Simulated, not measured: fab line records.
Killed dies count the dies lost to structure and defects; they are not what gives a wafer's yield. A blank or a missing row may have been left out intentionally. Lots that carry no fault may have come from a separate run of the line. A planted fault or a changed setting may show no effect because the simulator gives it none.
Which tool was responsible? ; flow n5-finfet ; 24 lots, 72 wafers sampled, at 5 steps of a route of 1938

WHAT EACH GAUGE READ, for each wafer
N5_BEOL_M8_CD_MEAS_28: the cd target is 40 nm. Usual: cd-nm 40.1 nm, standard deviation 0.32.
lot;measured;on;cd-nm (nm);flag
L075;day 9 03:03;cd-sem-02;40.1 39.9 40.1;
L074;day 9 09:10;cd-sem-01;40.4 40.5 40.2;
L076;day 9 22:52;cd-sem-03;40.0 39.8 39.9;
L077;day 9 23:06;cd-sem-01;40.2 40.0 40.0;
L079;day 10 06:50;cd-sem-02;40.1 40.0 39.6;
L078;day 10 11:53;cd-sem-01;40.0 39.8 40.1;
L080;day 10 14:14;cd-sem-01;40.6 40.2 40.2;
L081;day 10 15:19;cd-sem-02;40.3 40.4 40.4;
L082;day 11 01:15;cd-sem-03;39.4 39.8 39.7;
L083;day 11 04:57;cd-sem-03;39.9 40.8 40.5;
L084;day 11 23:23;cd-sem-01;39.6 39.9 40.0;
L087;day 12 20:58;cd-sem-03;39.4 39.7 39.8;
L086;day 12 20:55;cd-sem-02;39.9 39.9 40.2;
L085;day 12 22:58;cd-sem-01;40.2 40.7 40.4;
L088;day 13 12:15;cd-sem-02;40.2 40.3 40.5;
L089;day 13 12:18;cd-sem-02;39.9 40.5 39.9;
L091;day 13 12:28;cd-sem-01;39.9 40.3 39.9;
L090;day 13 13:16;cd-sem-01;40.3 40.4 40.5;
L092;day 13 16:17;cd-sem-03;39.9 39.7 39.9;
L093;day 13 16:07;cd-sem-01;40.3 40.4 40.1;
L094;day 13 18:41;cd-sem-03;39.8 39.7 39.9;
L095;day 14 20:39;cd-sem-02;40.4 40.4 40.1;
L096;day 14 22:20;cd-sem-02;39.8 40.2 40.3;
L097;day 15 10:49;cd-sem-01;40.1 40.0 40.1;

N5_BEOL_M8_OVL_MEAS_29. Usual: V7_OVL gives 0.0 nm (standard deviation 0.62).
lot;measured;on;V7_OVL (nm);flag
L075;day 9 03:05;overlay-02;-0.3 0.7 0.5;
L074;day 9 09:13;overlay-02;0.9 -0.6 -0.3;
L076;day 9 22:54;overlay-01;-0.5 -0.3 -0.9;
L077;day 9 23:09;overlay-02;0.1 -0.2 1.6;
L079;day 10 06:52;overlay-01;-0.5 -1.5 -0.1;
L078;day 10 11:55;overlay-02;0.2 0.4 -0.2;
L080;day 10 14:16;overlay-02;0.2 0.6 0.1;
L081;day 10 15:22;overlay-02;0.2 -0.6 0.8;
L082;day 11 01:17;overlay-02;-0.2 0.4 -0.4;
L083;day 11 04:59;overlay-01;0.9 0.1 0.5;
L084;day 11 23:26;overlay-02;-0.1 -0.4 -0.8;
L087;day 12 21:01;overlay-01;0.4 -0.6 0.2;
L086;day 12 20:58;overlay-02;-0.3 -0.4 -0.8;
L085;day 12 23:00;overlay-02;-0.2 -0.6 0.3;
L088;day 13 12:17;overlay-01;0.5 0.0 1.2;
L089;day 13 12:20;overlay-01;-0.2 -0.6 -0.1;
L091;day 13 12:29;overlay-01;-0.1 -0.8 -0.6;
L090;day 13 13:19;overlay-02;0.1 -0.3 -1.2;
L092;day 13 16:19;overlay-02;-1.1 -0.2 -0.1;
L093;day 13 16:09;overlay-02;-0.9 -0.4 0.1;
L094;day 13 18:43;overlay-01;0.4 1.1 1.0;
L095;day 14 20:41;overlay-01;-0.3 0.2 0.8;
L096;day 14 22:23;overlay-01;-0.2 0.0 0.4;
L097;day 15 10:51;overlay-02;0.9 0.3 0.3;

N5_BEOL_M8_INSPECT_58: inspects for defects (darkfield). Usual: raw-defect-count 85, standard deviation 35.
lot;measured;on;raw-defect-count;flag
L075;day 9 06:42;defect-inspect-02;50 52 57;
L074;day 9 12:59;defect-inspect-02;91 80 65;
L076;day 10 02:43;defect-inspect-01;31 67 74;
L077;day 10 03:02;defect-inspect-02;100 53 57;
L079;day 10 10:26;defect-inspect-01;57 81 111;
L078;day 10 15:13;defect-inspect-02;101 72 128;
L080;day 10 16:58;defect-inspect-02;62 70 76;
L081;day 10 19:13;defect-inspect-02;183 202 151;
L082;day 11 04:00;defect-inspect-02;33 62 49;
L083;day 11 08:14;defect-inspect-02;115 61 84;
L084;day 12 04:58;defect-inspect-02;95 73 71;
L087;day 13 00:36;defect-inspect-02;100 133 101;
L086;day 13 00:20;defect-inspect-01;78 87 61;
L085;day 13 02:35;defect-inspect-02;107 104 157;
L088;day 13 15:08;defect-inspect-02;91 72 71;
L089;day 13 15:11;defect-inspect-01;47 56 36;
L091;day 13 15:59;defect-inspect-01;24 32 36;
L090;day 13 16:08;defect-inspect-01;92 86 119;
L092;day 13 20:17;defect-inspect-02;128 114 96;
L093;day 13 20:01;defect-inspect-02;89 98 65;
L094;day 13 21:47;defect-inspect-02;63 65 99;
L095;day 15 00:55;defect-inspect-02;125 99 113;
L096;day 15 02:20;defect-inspect-02;77 119 117;
L097;day 15 16:20;defect-inspect-01;69 95 54;

N5_BEOL_M9_INSPECT_30: inspects for defects (brightfield). Usual: raw-defect-count 431, standard deviation 100.
lot;measured;on;raw-defect-count;flag
L075;day 9 09:38;defect-inspect-02;468 323 411;
L074;day 9 16:43;defect-inspect-02;429 363 284;
L076;day 10 06:58;defect-inspect-02;354 440 463;
L077;day 10 07:08;defect-inspect-01;476 391 295;
L079;day 10 12:35;defect-inspect-02;291 482 413;
L078;day 10 17:32;defect-inspect-02;491 357 409;
L080;day 10 19:42;defect-inspect-02;421 602 467;
L081;day 10 22:11;defect-inspect-02;624 592 612;
L082;day 11 07:57;defect-inspect-01;298 415 266;
L083;day 11 11:15;defect-inspect-01;389 387 338;
L084;day 12 07:03;defect-inspect-02;518 431 478;
L087;day 13 03:44;defect-inspect-02;465 422 339;
L086;day 13 02:54;defect-inspect-01;355 395 343;
L085;day 13 05:18;defect-inspect-02;319 724 536;
L088;day 13 18:37;defect-inspect-01;458 594 533;
L089;day 13 18:49;defect-inspect-01;282 381 487;
L091;day 13 18:58;defect-inspect-01;173 225 217;
L090;day 13 19:01;defect-inspect-01;505 462 400;
L092;day 14 02:34;defect-inspect-01;466 413 348;
L093;day 14 02:32;defect-inspect-02;572 761 459;
L094;day 14 02:37;defect-inspect-01;479 341 365;
L095;day 15 07:32;defect-inspect-02;479 444 531;
L096;day 15 07:34;defect-inspect-01;387 409 394;
L097;day 15 21:42;defect-inspect-02;405 422 463;

TOOL THAT RAN EACH LOT (tool first, then ch and the chambers of the sampled wafers, then the start)
lot;N5_BEOL_M8_HM_OPEN_17
L075;rie-metal-02 ch 0,1, day 9 02:10
L074;rie-metal-01 ch 0,1, day 9 08:41
L076;rie-metal-02 ch 0,1, day 9 20:38
L077;rie-metal-02 ch 0,1, day 9 21:39
L079;rie-metal-01 ch 0,1, day 10 04:36
L078;rie-metal-02 ch 1, day 10 11:10
L080;rie-metal-01 ch 0,1, day 10 13:33
L081;rie-metal-03 ch 0,1, day 10 14:32
L082;rie-metal-03 ch 0,1, day 10 23:59
L083;rie-metal-03 ch 0,1, day 11 03:38
L084;rie-metal-01 ch 0,1, day 11 22:10
L087;rie-metal-01 ch 0,1, day 12 14:58
L086;rie-metal-02 ch 0,1, day 12 17:04
L085;rie-metal-02 ch 0,1, day 12 22:26
L088;rie-metal-01 ch 0,1, day 13 11:36
L089;rie-metal-03 ch 0,1, day 13 11:48
L091;rie-metal-01 ch 0,1, day 13 11:58
L090;rie-metal-03 ch 0,1, day 13 12:36
L092;rie-metal-02 ch 0, day 13 14:24
L093;rie-metal-01 ch 0,1, day 13 14:37
L094;rie-metal-01 ch 0,1, day 13 17:37
L095;rie-metal-01 ch 0,1, day 14 19:56
L096;rie-metal-02 ch 0,1, day 14 20:26
L097;rie-metal-02 ch 0,1, day 15 10:12
- N5_BEOL_M8_HM_OPEN_17: chemistry Cl2/BCl3, target TiN, target depth 20 nm, overetch 6 nm.

AS READ BY THE TOOLS THEMSELVES (means over the sampled wafers that have a number; for cases with no such wafer, the mark the record gives instead)
N5_BEOL_M8_HM_OPEN_17. Usual: bias-w 126.0 W, standard deviation 0.37; drypump-motor-current-A 5.6 A, standard deviation 0.61; oes-product-au 0.65 a.u., standard deviation 0.081; throttle-valve-pct 22.1 %, standard deviation 0.32.
lot;tool;bias-w (W);drypump-motor-current-A (A);oes-product-au (a.u.);throttle-valve-pct (%);flag
L075;rie-metal-02;125.7;5.2;0.61;21.9;
L074;rie-metal-01;126.2;5.5;0.63;22.4;
L076;rie-metal-02;126.6;5.3;0.64;22.0;
L077;rie-metal-02;125.9;5.3;0.65;22.0;
L079;rie-metal-01;126.0;5.5;0.62;22.4;
L078;rie-metal-02;125.7;5.0;0.57;21.8;
L080;rie-metal-01;125.8;6.1;0.67;22.1;
L081;rie-metal-03;126.0;5.6;0.76;22.1;
L082;rie-metal-03;125.9;5.7;0.73;21.8;
L083;rie-metal-03;126.1;5.8;0.72;21.8;
L084;rie-metal-01;125.9;5.5;0.61;22.4;
L087;rie-metal-01;125.8;6.1;0.67;22.1;
L086;rie-metal-02;125.8;5.3;0.63;22.1;
L085;rie-metal-02;126.0;5.2;0.59;21.9;
L088;rie-metal-01;125.6;5.5;0.61;22.4;
L089;rie-metal-03;126.2;5.7;0.71;21.8;
L091;rie-metal-01;126.1;5.5;0.60;22.4;
L090;rie-metal-03;126.4;5.6;0.72;22.1;
L092;rie-metal-02;125.7;5.5;0.67;22.2;
L093;rie-metal-01;126.3;5.6;0.60;22.4;
L094;rie-metal-01;125.8;6.1;0.66;22.1;
L095;rie-metal-01;126.1;6.1;0.65;22.1;
L096;rie-metal-02;125.8;5.2;0.59;21.9;
L097;rie-metal-02;126.2;5.3;0.63;22.0;

THE ANSWER, worked out from the rows above alone
Rule: lot off if the mean of its wafers having a number is beyond 3 standard deviations from the usual mean. A lot without any number at a reading at which 4 lots or more have one is off too. Where the step has rows for the other lots, those lots are counted as sound. First the gauges in route order, then the tools' own readings, where a lot's mean is used as printed above. At the first step where some lot is off, the reading lying furthest off is the one used; lots without a number count as furthest.
No lot is off on any of the readings shown, so nothing can be concluded from this.

WHAT THE SIMULATOR HAD INSERTED
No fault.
